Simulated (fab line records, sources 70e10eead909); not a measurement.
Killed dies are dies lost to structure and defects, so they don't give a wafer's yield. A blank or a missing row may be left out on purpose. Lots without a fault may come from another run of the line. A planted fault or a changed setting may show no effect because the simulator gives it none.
A struck lot beside a sound one | flow nand_harc | 44 steps out of a route of 1302
Sound: wafers L106.1, L106.4, L106.5. Struck: wafers L103.1, L103.4, L103.5. The cause comes at the end.
At each step with rows: each side's tool, then ch and its chambers, then its first start. Under that, the readings that differ: sound wafers | struck wafers | difference of the means | sigmas: that difference in standard deviations of wafers without a fault.
alike: readings whose means differ by less than 2 such deviations, and words and numbers that are the same on both sides. not compared: withheld readings, readings that some wafer has no value for, bounds like >300 that may hide the same value, and numbers for which the record gives no deviation and whose values overlap.
The two part at a step that has a row with sigmas, a row that says differs or no value, or rows on one side only. Numbers that don't overlap but have no deviation are shown without sigmas and don't part them. A reading that every wafer of one side lacks parts them only if that side has two wafers or more.

NHARC_P_GATE_CD_MEAS_46: target cd 720 nm.
  sound on cd_sem-02 ch 0, day 13 14:55; struck on cd_sem-03 ch 0, day 12 21:27
  reading    | sound             | struck            | difference | sigmas
  cd_nm (nm) | 715.4 717.0 720.9 | 720.6 722.8 724.2 | +4.8       | +2
then, 4 steps without rows for these wafers: NHARC_P_GATE_HARDBAKE_47 (time 80 s); NHARC_P_GATE_DESCUM_48 (chemistry O2, time 3 s); NHARC_P_GATE_IMPLANT_49; NHARC_P_GATE_STRIP_111 (strips in N2/H2, time 250 s).
NHARC_P_GATE_STRIP_75: strips in O2.
  sound on plasma_asher-02 ch 1, day 13 15:44; struck on plasma_asher-02 ch 0,1, day 12 22:17
  alike: drypump_motor_current_A, heater_power_w
  not compared: rf_hours_counter_h
then, 6 steps without rows for these wafers: NHARC_P_GATE_STRIP_50 (strips in SPM, time 900 s); NHARC_P_GATE_DEHYDRATE_51 (time 120 s); NHARC_P_GATE_HMDS_52 (time 30 s); NHARC_P_GATE_COAT_53; NHARC_P_GATE_SOFTBAKE_54 (time 95 s); NHARC_P_GATE_EBR_55.
NHARC_P_GATE_EXPOSE_56: exposes mask P PSD, target cd 720 nm.
  sound on krf_scanner-01 ch 0, day 13 16:31; struck on krf_scanner-02, day 12 23:03
  no value came back on the struck wafers for exposure_dose_mJ_cm2, focus_offset_nm (nm), na, reticle_temp_C (C); on the sound wafers exposure_dose_mJ_cm2 reads 14.797 14.817 14.826
  alike: mask
then, 2 steps without rows for these wafers: NHARC_P_GATE_PEB_57 (peb time 85 s); NHARC_P_GATE_DEVELOP_58 (time 70 s).
NHARC_P_GATE_CD_MEAS_59: target cd 720 nm.
  sound on cd_sem-03 ch 0, day 13 16:40; struck on cd_sem-03 ch 0, day 12 23:13
  reading    | sound             | struck | difference                    | sigmas
  cd_nm (nm) | 720.3 720.9 721.3 | - - -  | no value on the struck wafers |
then, 4 steps without rows for these wafers: NHARC_P_GATE_HARDBAKE_60 (time 80 s); NHARC_P_GATE_DESCUM_61 (chemistry O2, time 3 s); NHARC_P_GATE_IMPLANT_62; NHARC_P_GATE_STRIP_112 (strips in N2/H2, time 200 s).
NHARC_P_GATE_STRIP_76: strips in O2.
  sound on plasma_asher-01 ch 1, day 13 17:28; struck on plasma_asher-02 ch 0,1, day 13 00:12
  reading                     | sound       | struck      | difference | sigmas
  drypump_motor_current_A (A) | 6.1 6.1 6.1 | 4.7 5.1 4.8 | -1.2       | -2
  alike: heater_power_w
  not compared: rf_hours_counter_h
then, 9 steps without rows for these wafers: NHARC_P_GATE_STRIP_63 (strips in SPM, time 900 s); NHARC_P_GATE_DEHYDRATE_83 (time 120 s); NHARC_P_GATE_HMDS_84 (time 30 s); NHARC_P_GATE_COAT_85; NHARC_P_GATE_SOFTBAKE_86 (time 95 s); NHARC_P_GATE_EBR_87; NHARC_P_GATE_EXPOSE_88 (exposes mask P HVN, target cd 2000 nm); NHARC_P_GATE_PEB_89 (peb time 85 s); NHARC_P_GATE_DEVELOP_90 (time 70 s).
NHARC_P_GATE_CD_MEAS_91: target cd 2000 nm.
  sound on cd_sem-01 ch 0, day 13 18:22; struck on cd_sem-02 ch 0, day 13 01:07
  alike: cd_nm
then, 1 step without rows for these wafers: NHARC_P_GATE_HARDBAKE_92 (time 80 s).
NHARC_P_GATE_DESCUM_93: chemistry O2, time 3 s.
  sound on rie_diel-11 ch 0,1,3, day 13 18:34; struck on rie_diel-07 ch 1,2,3, day 13 01:17
  alike: drypump_motor_current_A, oes_product_au, rf_vpp_V, showerhead_plenum_p_Torr, throttle_valve_pct
  not compared: rf_hours_counter_h
then, 1 step without rows for these wafers: NHARC_P_GATE_IMPLANT_94.
NHARC_P_GATE_STRIP_113: strips in N2/H2, time 740 s.
  sound on plasma_asher-02 ch 0, day 13 19:01; struck on plasma_asher-02 ch 0,1, day 13 01:46
  alike: drypump_motor_current_A, heater_power_w
  not compared: rf_hours_counter_h
NHARC_P_GATE_STRIP_95: strips in O2.
  sound on plasma_asher-02 ch 0, day 13 19:38; struck on plasma_asher-02 ch 0,1, day 13 02:22
  alike: drypump_motor_current_A, heater_power_w
  not compared: rf_hours_counter_h
then, 6 steps without rows for these wafers: NHARC_P_GATE_STRIP_96 (strips in SPM, time 900 s); NHARC_P_GATE_RTA_64 (time 1 s); NHARC_P_GATE_ETCH_77 (etches SiO2 in dHF, target depth 6 nm); NHARC_P_GATE_DEGAS_109 (time 60 s); NHARC_P_GATE_PRE_CLEAN_110 (time 30 s); NHARC_P_GATE_SPUTTER_78 (material Ni, target thk 10 nm).
NHARC_P_GATE_INSPECT_68:
  sound on defect_inspect-01, day 13 21:26; struck on defect_inspect-02, day 13 04:10
  reading          | sound       | struck         | difference | sigmas
  raw_defect_count | 268 232 204 | 1276 1267 1235 | +1025      | +16
-- the record jumps here: 19 days lie between the struck wafers' starts before and after (it left off in module P_GATE and takes up again in module END, whose first step shown is number 1302 of the route) --
NHARC_END_SORT_01:
  the record has rows for the struck wafers here (prober-02 ch 0, day 32 05:59) and none for the sound ones

WHERE THEY PART
First at NHARC_P_GATE_CD_MEAS_46; last, within this record, at NHARC_END_SORT_01.

WHY: what the simulator had put in
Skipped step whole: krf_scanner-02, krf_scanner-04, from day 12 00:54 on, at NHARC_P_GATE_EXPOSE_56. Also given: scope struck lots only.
